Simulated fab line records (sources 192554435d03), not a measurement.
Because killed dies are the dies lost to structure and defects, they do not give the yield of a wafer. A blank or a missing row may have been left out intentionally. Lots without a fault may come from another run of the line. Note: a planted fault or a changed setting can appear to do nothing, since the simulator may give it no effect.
The same fault as seen by 2 desks ; flow n5Finfet ; only its own numbers are on each desk; what lay behind them is given at the end

THE TOOL OWNER'S DESK: rieDiel-03
The tool's own readings at N5_FIN_CUT_ETCH_20 (etches SiARC in CF4, target depth 26 nm, time 43.3 s): means of the sampled wafers that have a number, for each lot that ran on this tool. Any lot whose mean is over 4 standard deviations away from the usual mean is out of limits and marked OUT; that distance is given in the brackets.
Columns: A = drypumpMotorCurrentA at N5_FIN_CUT_ETCH_20, usual 5.9 A; B = etchRfOnTimeS at N5_FIN_CUT_ETCH_20, usual 43.1 s; C = mfcArSccm at N5_FIN_CUT_ETCH_20, usual 99.94 sccm; D = oesProductAu at N5_FIN_CUT_ETCH_20, usual 0.67 a.u.; E = rfVppV at N5_FIN_CUT_ETCH_20, usual 184.3 V; F = showerheadPlenumPTorr at N5_FIN_CUT_ETCH_20, usual 2.15 Torr; G = throttleValvePct at N5_FIN_CUT_ETCH_20, usual 15.57 %
lot;first seen here;A;B;C;D;E;F;G
L403;day 2 16:44;6.1;42.2;99.95;0.65;184.6;2.14;15.61
L404;day 2 22:57;5.7;43.3;100.36;0.62;184.2;2.13;15.64
L407;day 3 14:46;5.8;43.1;99.89;0.64;184.2;2.13;15.58
L408;day 3 20:58;5.8;43.3;99.85;0.64;185.2;2.13;15.58
L409;day 4 03:07;6.0;42.6;99.93;0.71;184.1;2.12;15.54
L413;day 5 04:08;6.0;42.6;100.16;0.69;183.6;2.12;15.55
L420;day 6 22:44;5.8;49.5 (+8.7) OUT;99.90;0.65;184.3;2.11;15.55
L421;day 7 04:34;6.0;50.1 (+9.6) OUT;100.18;0.57;182.9;2.12;15.70
Finding of this desk: L420, L421 out of limits; the first was L420 at day 6 22:44, on etchRfOnTimeS at N5_FIN_CUT_ETCH_20. In limits: L403, L404, L407, L408, L409, L413.

THE METROLOGY DESK
What the gauges read, lot by lot, whatever tool the lot ran on: means of the sampled wafers that have a number. Any lot whose mean is over 4 standard deviations away from the usual mean is out of limits and marked OUT; that distance is given in the brackets. Only the readings that lie furthest out on some lot appear, 7 of the 12 it has.
Columns: A = DIBL_N at N5_BEOL_M4_RC_MEAS_101, usual 36.1 mV/V; B = IOFF_N at N5_BEOL_M4_RC_MEAS_101, usual 0.154 nA/um; C = IOFF_P at N5_BEOL_M4_RC_MEAS_101, usual 0.201 nA/um; D = ION_N at N5_BEOL_M4_RC_MEAS_101, usual 675 uA/um; E = ION_P at N5_BEOL_M4_RC_MEAS_101, usual 462 uA/um; F = SS_P at N5_BEOL_M4_RC_MEAS_101, usual 73.3 mV/dec; G = VT_P at N5_BEOL_M4_RC_MEAS_101, usual -251.3 mV
lot;first seen here;A;B;C;D;E;F;G
L401;day 2 03:02;35.5;0.149;0.197;680;467;73.1;-250.3
L403;day 2 16:00;36.8;0.160;0.180;672;451;73.6;-254.3
L404;day 2 21:31;37.1;0.160;0.212;682;467;73.6;-250.6
L407;day 3 14:09;35.2;0.143;0.194;681;468;72.9;-249.1
L408;day 3 20:13;35.6;0.148;0.192;675;464;72.8;-253.8
L409;day 4 02:30;35.9;0.137;0.198;672;463;72.9;-249.4
L413;day 5 03:30;36.6;0.155;0.209;675;465;73.0;-249.8
L420;day 6 21:48;34.8;0.135;0.180;671;460;72.8;-252.3
L421;day 7 03:48;38.6;0.201;0.231;694;468;74.7;-251.5
L424;day 7 20:23;35.3;0.135;0.164;674;459;73.2;-255.2
This desk found nothing out of limits on any of the 10 lots.

BROUGHT TOGETHER
The tool owner's desk could have raised an alarm at day 6 22:44, on L420, L421.
The metrology desk saw nothing out of limits.
The metrology desk has L420, L421 on record, within its limits.
All the named lots went through N5_FIN_CUT_ETCH_20 on rieDiel-03.

WHAT THE SIMULATOR PUT IN
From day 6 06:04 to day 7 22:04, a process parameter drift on rieDiel-03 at N5_FIN_CUT_ETCH_20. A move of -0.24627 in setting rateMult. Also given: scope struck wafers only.
Shown lots that were struck: L420, L421.
Delay in hours, fault start to first out-of-limits reading, by desk: the tool owner's desk at 17.
